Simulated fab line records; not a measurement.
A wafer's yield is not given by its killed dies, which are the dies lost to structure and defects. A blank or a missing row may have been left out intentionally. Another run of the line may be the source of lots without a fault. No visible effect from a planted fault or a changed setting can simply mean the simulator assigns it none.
fab line records	flow nand-harc	part 1 of 2: steps 1 to 27 of 36
[record] lots = 5	wafers = 15	last-day = 33
route steps=1302 shown P_BONDPAD@369 A_START@389 A_ZERO_WELL@390
lots untouched by any fault: they come from a run of this same line in which no faults occurred
start-h: the number of hours between the record's first day and the start of the first shown wafer of the lot	wait-h: hours elapsed since this lot's preceding step	" repeats the value in the row above	L1.1+2: several wafers, shown together as one row	- value missing, or start not given	* or withheld: withheld	< > ~ a bound
route shown NAME@n: names a module that has steps shown in the file, with the first one's number in the route	usual: the fault-free wafers' mean and standard deviation	same: alike in all rows	chamber/n: place in a boat	sites: readings site by site	_std_site: how widely they spread, as a standard deviation	_edge_site: the outer-site mean with the inner-site mean subtracted	radius-mm: how far each site lies from the wafer's centre	mask NAME#n: copy n	behind: the tool/chamber that last shaped the wafer	hold: the reason the lot was held/the length of the hold in hours/how it ended	device: the n, p or np transistor that did not switch	end of line: tests run on the same wafers once the route is complete	a step given without rows: its recipe and nothing more	killed: at the first sort, the dies lost to defects and structure; wafer yield is something else	map: the dies of a wafer, with x for killed, . for not killed, _ for no die there
set.NAME: the setting as run; set.NAME@STEP: as run at that earlier step	model.NAME: the simulator's own value behind a step, which no gauge read
lots at some steps of the route; a table a step, a row a wafer
services: the hour from which a tool's chamber was out of use, counted from the record's first day as start-h (under 0 if before that day), plus the number of hours and why
[[steps]]
[step NHARC_P_BONDPAD_ETCH_12]
[recipe] target-depth-a = 2000	time-s = 100	chf3-flow-sccm = 50	o2-flow-sccm = 10	ar-flow-sccm = 200	rf-w = 500	bias-w = 200	chemistry = CHF3/O2
[usual] drypump-motor-current-A = 5.4/0.42	oes-product-au = 0.941/0.023	rf-vpp-V = 370.5/1.9	showerhead-plenum-p-Torr = 2.40/0.081	throttle-valve-pct = 20.572/0.0089
lot.wafer	tool	chamber	start-h	wait-h	drypump-motor-current-A	oes-product-au	rf-hours-counter-h	rf-vpp-V	showerhead-plenum-p-Torr	throttle-valve-pct
L076.1	rie-diel-04	2	-	-	5.0	0.922	7	372.1	2.47	20.565
L076.5	"	3	"	"	5.5	0.910	-	370.0	2.38	20.582
L076.6	"	0	"	"	5.4	0.928	-	365.7	2.24	20.575
L086.3	rie-diel-12	2	-	-	4.8	0.980	5	371.8	2.48	20.569
L086.4	"	3	"	"	5.4	0.955	-	371.2	2.42	20.587
L086.6	"	1	"	"	5.5	0.967	-	369.6	2.29	20.571
L089.3	rie-diel-02	0	-	-	5.6	0.927	5	372.8	2.48	20.578
L089.1	"	1	"	"	6.0	0.918	1	371.5	2.49	20.579
L089.6	"	3	"	"	5.0	0.918	-	371.4	2.40	20.569
L091.4	rie-diel-12	3	-	-	5.5	0.919	0	370.5	2.42	20.577
L091.5	"	1	"	"	5.5	0.913	-	367.8	2.29	20.567
L091.6	"	2	"	"	4.8	0.938	-	373.0	2.48	20.585
L096.3	rie-diel-02	2	-	-	6.4	0.931	8	370.8	2.41	20.568
L096.2	"	0	"	"	5.6	0.926	8	372.1	2.48	20.572
L096.5	"	3	"	"	5.0	0.918	-	370.5	2.40	20.590
[step NHARC_P_BONDPAD_CD_MEAS_13]
[usual] cd-nm = 497.9/1.8
lot.wafer	tool	chamber	start-h	wait-h	cd-nm
L076.1	cd-sem-01	-	155.23	-	496.1
L076.5	"	-	"	"	498.8
L076.6	"	-	"	"	496.2
L086.3	cd-sem-02	-	256.63	-	497.7
L086.4	"	-	"	"	498.4
L086.6	"	-	"	"	497.2
L089.1	cd-sem-01	-	292.76	-	501.3
L089.3	"	-	"	"	499.7
L089.6	"	-	"	"	498.6
L091.4	cd-sem-03	-	304.36	-	502.0
L091.5	"	-	"	"	495.3
L091.6	"	-	"	"	500.8
L096.2	cd-sem-01	-	348.91	-	500.7
L096.3	"	-	"	"	496.8
L096.5	"	-	"	"	496.5
[step NHARC_P_BONDPAD_STRIP_15]
[recipe] o2-flow-sccm = 500	ar-flow-sccm = 0	bias-w = 0	chemistry = O2
[usual] drypump-motor-current-A = 5.3/0.37	oes-product-au = 1.002/0.0089	rf-vpp-V = 57.8/0.84	showerhead-plenum-p-Torr = 3.51/0.12	throttle-valve-pct = 17.036/0.0089
lot.wafer	tool	chamber	start-h	wait-h	drypump-motor-current-A	oes-product-au	rf-hours-counter-h	rf-vpp-V	showerhead-plenum-p-Torr	throttle-valve-pct
L076.1	rie-diel-02	0	155.33	0.1	5.7	1.014	7.0	57.7	3.65	17.044
L076.6	"	0	"	"	5.6	1.024	-	57.6	3.65	17.031
L076.5	"	2	"	"	6.4	0.992	-	58.8	3.54	17.029
L086.3	rie-diel-02	0	256.74	0.1	5.7	1.008	2.7	58.3	3.65	17.039
L086.4	"	3	"	"	5.0	0.991	-	57.9	3.53	17.031
L086.6	"	0	"	"	5.7	1.008	-	58.2	3.65	17.025
L089.1	rie-diel-12	1	292.85	0.1	5.6	0.992	0.2	58.2	3.37	17.028
L089.3	"	2	"	"	4.9	1.013	0.2	58.3	3.64	17.018
L089.6	"	2	"	"	4.9	1.008	-	57.8	3.64	17.033
L091.4	rie-diel-04	0	304.46	0.1	5.4	1.021	5.2	57.2	3.29	17.033
L091.6	"	2	"	"	5.0	1.002	-	58.4	3.62	17.038
L091.5	"	3	"	"	5.5	0.999	-	57.5	3.49	17.043
L096.2	rie-diel-12	2	348.98	0.1	4.8	1.007	1.0	57.7	3.64	17.044
L096.3	"	0	"	"	5.5	1.004	1.0	57.1	3.58	17.034
L096.5	"	1	"	"	5.5	1.002	-	57.8	3.37	17.051
[step NHARC_P_BONDPAD_ETCH_24]
[recipe] target-depth-a = 300	over-etch-frac = 0.3	time-s = 72.99	ion-energy-ev = 150	cf4-flow-sccm = 50	n2-flow-sccm = 100	ar-flow-sccm = 150	rf-w = 300	bias-w = 100	chemistry = CF4/N2
[usual] drypump-motor-current-A = 5.3/0.35	oes-product-au = 1.003/0.011	rf-vpp-V = 313.9/1.8	showerhead-plenum-p-Torr = 2.61/0.092	throttle-valve-pct = 19.794/0.0096
lot.wafer	tool	chamber	start-h	wait-h	drypump-motor-current-A	oes-product-au	rf-hours-counter-h	rf-vpp-V	showerhead-plenum-p-Torr	throttle-valve-pct
L076.1	rie-diel-02	2	155.49	0.1	6.3	0.981	8.1	313.5	2.64	19.795
L076.6	"	2	"	"	6.3	0.979	-	312.9	2.64	19.799
L076.5	"	3	"	"	4.9	1.006	-	314.9	2.63	19.811
L086.3	rie-diel-02	0	256.90	0.1	5.7	1.002	2.7	316.9	2.72	19.787
L086.4	"	3	"	"	5.0	1.006	-	313.5	2.63	19.793
L086.6	"	0	"	"	5.7	0.995	-	315.1	2.72	19.797
L089.3	rie-diel-12	0	293.01	0.1	5.5	1.012	0.2	315.3	2.66	19.803
L089.1	"	2	"	"	4.9	1.013	0.2	317.0	2.71	19.801
L089.6	"	2	"	"	4.8	1.001	-	317.1	2.71	19.808
L091.4	rie-diel-04	3	-	-	5.4	1.001	5.3	313.2	2.59	19.782
L091.6	"	0	"	"	5.4	1.019	-	311.8	2.45	19.784
L091.5	"	1	"	"	4.9	0.999	-	312.9	2.52	19.799
L096.3	rie-diel-12	2	349.16	0.1	4.8	1.017	1.0	316.0	2.71	19.774
L096.2	"	0	"	"	5.5	1.019	1.1	315.0	2.66	19.808
L096.5	"	1	"	"	5.5	0.998	-	311.9	2.50	19.799
[step NHARC_P_BONDPAD_STRIP_16]
[recipe] time-s = 600	temp-c = 30	chemistry = post-etch-residue-remover
lot.wafer	tool	chamber	start-h	wait-h
L076.1+6+5	wet-bench-10	6,0,1	155.64	-
L086.3+4+6	wet-bench-08	1,2,4	257.04	-
L089.6+1+3	wet-bench-08	0,1,2	293.16	-
L091.6+5+4	wet-bench-10	6,7,2	304.71	-
L096.5+3+2	wet-bench-10	6,0,1	349.31	-
[step NHARC_P_BONDPAD_DEGAS_25]
[recipe] temp-c = 300	time-s = 60
[usual] heater-power-w = 449/48
lot.wafer	tool	chamber	start-h	wait-h	heater-power-w
L076.1	pvd-sputter-02	-	155.93	-	515
L076.6	"	-	"	"	471
L076.5	"	-	"	"	421
L086.3	pvd-sputter-03	-	257.30	-	449
L086.4	"	-	"	"	419
L086.6	"	-	"	"	453
L089.1	pvd-sputter-01	-	293.43	-	477
L089.3	"	-	"	"	399
L089.6	"	-	"	"	509
L091.4	pvd-sputter-02	-	304.97	-	416
L091.6	"	-	"	"	413
L091.5	"	-	"	"	516
L096.2	pvd-sputter-01	-	349.57	-	473
L096.3	"	-	"	"	357
L096.5	"	-	"	"	415
[step NHARC_P_BONDPAD_PRE_CLEAN_26]
[recipe] time-s = 30	temp-c = 280	gas = H2/He
[usual] heater-power-w = 392/43
lot.wafer	tool	chamber	start-h	wait-h	heater-power-w
L076.1	pvd-sputter-02	-	-	-	446
L076.5	"	-	"	"	375
L076.6	"	-	"	"	361
L086.4	pvd-sputter-03	-	-	-	396
L086.3	"	-	"	"	392
L086.6	"	-	"	"	391
L089.1	pvd-sputter-01	-	-	-	411
L089.3	"	-	"	"	320
L089.6	"	-	"	"	362
L091.4	pvd-sputter-02	-	-	-	370
L091.5	"	-	"	"	449
L091.6	"	-	"	"	410
L096.3	pvd-sputter-01	-	-	-	404
L096.2	"	-	"	"	439
L096.5	"	-	"	"	410
[step NHARC_P_BONDPAD_PVD_17]
[recipe] target-thk-a = 50	bias-v = 168.6	power-w = 15000	chamber-pressure-pa = 0.12	time-s = 8.06	substrate-temp-c = 50	material = TaN
[usual] throttle-valve-pct = 29.7/1.1
lot.wafer	tool	chamber	start-h	wait-h	throttle-valve-pct
L076.1	pvd-sputter-02	-	-	-	29.3
L076.6	"	-	"	"	30.9
L076.5	"	-	"	"	28.5
L086.4	pvd-sputter-03	-	-	-	30.8
L086.3	"	-	"	"	32.1
L086.6	"	-	"	"	31.2
L089.1	pvd-sputter-01	-	-	-	27.7
L089.3	"	-	"	"	29.5
L089.6	"	-	"	"	27.9
L091.4	pvd-sputter-02	-	-	-	30.9
L091.6	"	-	"	"	29.4
L091.5	"	-	"	"	30.0
L096.2	pvd-sputter-01	-	-	-	30.4
L096.3	"	-	"	"	29.5
L096.5	"	-	"	"	30.3
[step NHARC_P_BONDPAD_PVD_27]
[recipe] target-thk-a = 300	chamber-pressure-pa = 5	power-w = 5000	substrate-temp-c = 30	time-s = 20.49	material = Cu
[usual] throttle-valve-pct = 29.6/1.1
lot.wafer	tool	chamber	start-h	wait-h	throttle-valve-pct
L076.1	pvd-sputter-02	-	-	-	30.9
L076.5	"	-	"	"	29.5
L076.6	"	-	"	"	30.8
L086.3	pvd-sputter-03	-	-	-	29.2
L086.4	"	-	"	"	31.8
L086.6	"	-	"	"	28.4
L089.1	pvd-sputter-01	-	-	-	29.3
L089.3	"	-	"	"	28.1
L089.6	"	-	"	"	29.4
L091.4	pvd-sputter-02	-	-	-	30.0
L091.5	"	-	"	"	28.7
L091.6	"	-	"	"	29.3
L096.3	pvd-sputter-01	-	-	-	30.0
L096.2	"	-	"	"	29.3
L096.5	"	-	"	"	30.3
[step NHARC_P_BONDPAD_ECD_18]
[recipe] target-thk-a = 4000	bath-temp-c = 25	material = Cu
[usual] bath-temp-c = 24.99/0.13
lot.wafer	tool	chamber	start-h	wait-h	bath-temp-c
L076.1	ecd-cu-01	1	156.31	-	24.99
L076.6	"	0	"	"	24.86
L076.5	"	1	"	"	24.88
L086.4	ecd-cu-01	1	257.76	-	25.22
L086.3	"	0	"	"	24.87
L086.6	"	0	"	"	24.88
L089.1	ecd-cu-02	0	293.83	-	24.98
L089.3	"	1	"	"	24.99
L089.6	"	0	"	"	25.03
L091.4	ecd-cu-01	0	305.48	-	25.03
L091.5	"	1	"	"	25.04
L091.6	"	0	"	"	24.91
L096.2	ecd-cu-01	1	350.00	-	24.92
L096.3	"	1	"	"	24.90
L096.5	"	0	"	"	25.09
[step NHARC_P_BONDPAD_ANNEAL_28]
[recipe] temp-c = 225	time-s = 90
[usual] wafer_temp_C_max = 226.1/0.32
lot.wafer	tool	chamber	start-h	wait-h	wafer_temp_C_max
L076.1	rtp-anneal-01	0	156.64	0.3	225.8
L076.5	"	0	"	"	226.1
L076.6	"	0	"	"	225.8
L086.3	rtp-anneal-01	0	258.14	-	225.6
L086.4	"	0	"	"	225.8
L086.6	"	0	"	"	226.1
L089.1	rtp-anneal-01	0	294.16	0.3	225.7
L089.3	"	0	"	"	225.6
L089.6	"	0	"	"	226.0
L091.4	rtp-anneal-02	0	305.86	-	226.7
L091.5	"	0	"	"	226.5
L091.6	"	0	"	"	226.8
L096.2	rtp-anneal-02	0	350.37	0.3	226.2
L096.3	"	0	"	"	226.0
L096.5	"	0	"	"	226.0
[step NHARC_P_BONDPAD_CMP_19]
[recipe] t-overpolish-s = 30	cu-recess-touch-s = 16	target-thk-nm = 160.81
[usual] motor-current-A = 11.8/1.1	overpolish-run-s = 30.001/0.0092
lot.wafer	tool	chamber	start-h	wait-h	motor-current-A	overpolish-run-s
L076.1	cmp-04	3	156.98	-	11.3	29.991
L076.5	"	3	"	"	10.7	30.020
L076.6	"	0	"	"	12.0	30.001
L086.4	cmp-01	0	258.41	-	12.5	30.006
L086.3	"	1	"	"	13.2	29.999
L086.6	"	0	"	"	12.2	30.010
L089.1	cmp-02	3	294.53	-	11.1	29.985
L089.3	"	0	"	"	12.8	30.021
L089.6	"	3	"	"	11.0	29.992
L091.4	cmp-02	0	306.11	-	13.3	29.985
L091.5	"	2	"	"	10.2	30.015
L091.6	"	3	"	"	10.6	30.018
L096.2	cmp-02	3	350.70	-	10.4	29.986
L096.3	"	0	"	"	12.7	29.997
L096.5	"	3	"	"	10.9	30.011
[step NHARC_P_BONDPAD_THK_MEAS_20]
[recipe] thk-meas-gauge = xrf
[usual] thk-nm = 161.1/1.3
lot.wafer	tool	chamber	start-h	wait-h	thk-nm
L076.1	film-metro-02	-	157.31	-	160.0
L076.5	"	-	"	"	160.3
L076.6	"	-	"	"	161.6
L086.3	film-metro-01	-	258.70	-	161.0
L086.4	"	-	"	"	162.6
L086.6	"	-	"	"	160.9
L089.1	film-metro-02	-	294.83	-	159.8
L089.3	"	-	"	"	159.4
L089.6	"	-	"	"	160.8
L091.4	film-metro-01	-	306.38	-	160.6
L091.5	"	-	"	"	162.5
L091.6	"	-	"	"	162.0
L096.2	film-metro-01	-	350.99	-	160.8
L096.3	"	-	"	"	158.7
L096.5	"	-	"	"	160.1
[step NHARC_P_BONDPAD_SRD_21]
[recipe] time-s = 30	temp-c = 23	dry-time-s = 20	spin-rpm = 1500
[usual] co2-resistivity-mohm-cm = 0.2002/0.0022
lot.wafer	tool	chamber	start-h	wait-h	co2-resistivity-mohm-cm
L076.5	wet-bench-08	6	157.35	0.0	0.2008
L076.6	"	1	"	"	0.2002
L076.1	"	2	"	"	0.1992
L086.3	wet-bench-10	4	258.74	0.0	0.1945
L086.4	"	5	"	"	0.1987
L086.6	"	1	"	"	0.2017
L089.1	wet-bench-10	1	294.87	0.0	0.1997
L089.3	"	2	"	"	0.2026
L089.6	"	6	"	"	0.2034
L091.6	wet-bench-08	1	306.42	0.0	0.1997
L091.4	"	4	"	"	0.2002
L091.5	"	5	"	"	0.2011
L096.3	wet-bench-08	0	351.03	0.0	0.1997
L096.2	"	1	"	"	0.2020
L096.5	"	2	"	"	0.1995
[step NHARC_P_BONDPAD_INSPECT_23]
[usual] raw-defect-count = 334/130
lot.wafer	tool	chamber	start-h	wait-h	raw-defect-count
L076.1	defect-inspect-02	-	157.53	0.0	312
L076.5	"	-	"	"	180
L076.6	"	-	"	"	221
L086.3	defect-inspect-01	-	258.91	0.0	270
L086.4	"	-	"	"	356
L086.6	"	-	"	"	312
L089.1	defect-inspect-02	-	295.05	0.0	161
L089.3	"	-	"	"	181
L089.6	"	-	"	"	150
L091.4	defect-inspect-02	-	306.60	0.0	233
L091.5	"	-	"	"	340
L091.6	"	-	"	"	255
L096.2	defect-inspect-01	-	351.19	0.0	490
L096.3	"	-	"	"	502
L096.5	"	-	"	"	442
[step NHARC_P_BONDPAD_ACTIVATE_29]
[recipe] time-s = 60	n2-flow-sccm = 200	ar-flow-sccm = 0	bias-power-w = 0	chemistry = N2
[usual] drypump-motor-current-A = 5.3/0.37	oes-product-au = 1.002/0.0096	rf-vpp-V = 64.0/0.86	showerhead-plenum-p-Torr = 1.75/0.065
lot.wafer	tool	chamber	start-h	wait-h	drypump-motor-current-A	oes-product-au	rf-hours-counter-h	rf-vpp-V	showerhead-plenum-p-Torr
L076.1	rie-diel-04	0	157.63	0.1	5.4	1.001	6.8	63.1	1.64
L076.6	"	1	"	"	4.9	0.993	-	65.4	1.69
L076.5	"	2	"	"	5.1	1.002	-	64.4	1.82
L086.4	rie-diel-04	0	258.99	0.1	5.4	1.023	2.6	63.3	1.64
L086.3	"	1	"	"	4.9	0.995	2.7	62.7	1.69
L086.6	"	3	"	"	5.4	1.004	-	63.3	1.75
L089.3	rie-diel-12	1	295.14	0.1	5.5	0.987	0.3	63.1	1.68
L089.1	"	2	"	"	4.8	1.011	0.3	65.5	1.83
L089.6	"	3	"	"	5.4	0.991	-	64.1	1.78
L091.4	rie-diel-02	0	306.70	0.1	5.6	1.009	6.9	63.5	1.83
L091.6	"	1	"	"	6.0	1.001	-	63.8	1.84
L091.5	"	2	"	"	6.3	1.010	-	63.1	1.77
L096.2	rie-diel-02	2	351.28	0.1	6.4	1.008	8.4	63.1	1.77
L096.3	"	3	"	"	5.0	0.988	8.4	63.9	1.77
L096.5	"	1	"	"	6.0	1.009	-	64.8	1.84
[step NHARC_P_BONDPAD_PRECLEAN_30]
[recipe] time-s = 300	temp-c = 23	chemistry = DIW
lot.wafer	tool	chamber	start-h	wait-h
L076.5+6+1	wet-bench-08	0,1,2	157.79	0.1
L086.4+3+6	wet-bench-08	7,0,3	259.12	0.1
L089.3+1+6	wet-bench-10	1,2,3	295.31	0.2
L091.6+4+5	wet-bench-10	3,4,7	306.81	0.1
L096.3+5+2	wet-bench-08	6,7,0	351.45	0.1
[step NHARC_P_BONDPAD_SRD_31]
[recipe] time-s = 30	temp-c = 23	dry-time-s = 20	spin-rpm = 1500
[usual] co2-resistivity-mohm-cm = 0.1997/0.0023
lot.wafer	tool	chamber	start-h	wait-h	co2-resistivity-mohm-cm
L076.5	wet-bench-08	0	-	-	0.1994
L076.6	"	1	"	"	0.2005
L076.1	"	2	"	"	0.1966
L086.4	wet-bench-08	7	-	-	0.2026
L086.3	"	0	"	"	0.2006
L086.6	"	3	"	"	0.1943
L089.3	wet-bench-10	1	-	-	0.1965
L089.1	"	2	"	"	0.2008
L089.6	"	3	"	"	0.2014
L091.6	wet-bench-10	3	-	-	0.1994
L091.4	"	4	"	"	0.1973
L091.5	"	7	"	"	0.1995
L096.3	wet-bench-08	6	-	-	0.1989
L096.5	"	7	"	"	0.1979
L096.2	"	0	"	"	0.2056
[step NHARC_A_START_INSPECT_01]
[usual] raw-defect-count = 3.5/1.8
lot.wafer	tool	chamber	start-h	wait-h	raw-defect-count
L076.1	defect-inspect-02	-	158.01	-	4
L076.5	"	-	"	"	3
L076.6	"	-	"	"	3
L086.3	defect-inspect-01	-	259.38	-	2
L086.4	"	-	"	"	2
L086.6	"	-	"	"	2
L089.1	defect-inspect-01	-	295.52	-	5
L089.3	"	-	"	"	2
L089.6	"	-	"	"	3
L091.4	defect-inspect-01	-	307.07	-	1
L091.5	"	-	"	"	2
L091.6	"	-	"	"	9
L096.2	defect-inspect-02	-	351.66	-	6
L096.3	"	-	"	"	3
L096.5	"	-	"	"	8
[step NHARC_A_ZERO_WELL_PRECLEAN_00]
[recipe] time-s = 600	temp-c = 120	chemistry = SPM
[usual] bath-guard-temp-C = 120.1/0.43
lot.wafer	tool	chamber	start-h	wait-h	bath-guard-temp-C
L076.1	wet-bench-06	3	158.09	0.1	120.0
L076.6	"	4	"	"	120.7
L076.5	"	7	"	"	120.4
L086.3	wet-bench-01	1	259.46	0.1	119.9
L086.4	"	2	"	"	121.0
L086.6	"	3	"	"	119.7
L089.6	wet-bench-07	6	295.62	0.1	121.2
L089.3	"	0	"	"	119.2
L089.1	"	1	"	"	120.0
L091.5	wet-bench-06	3	307.15	0.1	120.0
L091.4	"	4	"	"	120.1
L091.6	"	5	"	"	120.1
L096.2	wet-bench-07	0	351.75	0.1	119.3
L096.3	"	1	"	"	120.1
L096.5	"	2	"	"	120.1
[step NHARC_A_ZERO_WELL_SRD_01]
lot.wafer	tool	chamber	start-h	wait-h
L076.1+6+5	wet-bench-06	3,4,7	-	-
L086.3+4+6	wet-bench-01	1,2,3	-	-
L089.6+3+1	wet-bench-07	6,0,1	-	-
L091.5+4+6	wet-bench-06	3,4,5	-	-
L096.2+3+5	wet-bench-07	0,1,2	-	-
[step NHARC_A_ZERO_WELL_DEHYDRATE_02]
[recipe] temp-c = 150	time-s = 120
lot.wafer	tool	chamber	start-h	wait-h
L076.1+5+6	litho-track-07	0	158.40	-
L086.3+4+6	litho-track-05	0	259.77	-
L089.1+3+6	litho-track-02	0	295.92	-
L091.4+5+6	litho-track-02	0	307.46	-
L096.2+3+5	litho-track-07	0	352.06	-
[step NHARC_A_ZERO_WELL_HMDS_03]
[recipe] time-s = 30
lot.wafer	tool	chamber	start-h	wait-h
L076.1+5+6	litho-track-07	0	-	-
L086.3+4+6	litho-track-05	0	-	-
L089.1+3+6	litho-track-02	0	-	-
L091.4+5+6	litho-track-02	0	-	-
L096.2+3+5	litho-track-07	0	-	-
[step NHARC_A_ZERO_WELL_COAT_18]
[recipe] temp-c = 200	time-s = 65
lot.wafer	tool	chamber	start-h	wait-h
L076.1+5+6	litho-track-07	0	-	-
L086.3+4+6	litho-track-05	0	-	-
L089.1+3+6	litho-track-02	0	-	-
L091.4+5+6	litho-track-02	0	-	-
L096.2+3+5	litho-track-07	0	-	-
[step NHARC_A_ZERO_WELL_COAT_04]
[recipe] spin-rpm = 2000	resist-thk-nm = 600
lot.wafer	tool	chamber	start-h	wait-h
L076.1+5+6	litho-track-07	0	-	-
L086.3+4+6	litho-track-05	0	-	-
L089.1+3+6	litho-track-02	0	-	-
L091.4+5+6	litho-track-02	0	-	-
L096.2+3+5	litho-track-07	0	-	-
[step NHARC_A_ZERO_WELL_SOFTBAKE_05]
[recipe] temp-c = 125	time-s = 70
lot.wafer	tool	chamber	start-h	wait-h
L076.1+5+6	litho-track-07	0	-	-
L086.3+4+6	litho-track-05	0	-	-
L089.1+3+6	litho-track-02	0	-	-
L091.4+5+6	litho-track-02	0	-	-
L096.2+3+5	litho-track-07	0	-	-
[step NHARC_A_ZERO_WELL_EBR_06]
lot.wafer	tool	chamber	start-h	wait-h
L076.1+5+6	litho-track-07	0	-	-
L086.3+4+6	litho-track-05	0	-	-
L089.1+3+6	litho-track-02	0	-	-
L091.4+5+6	litho-track-02	0	-	-
L096.2+3+5	litho-track-07	0	-	-
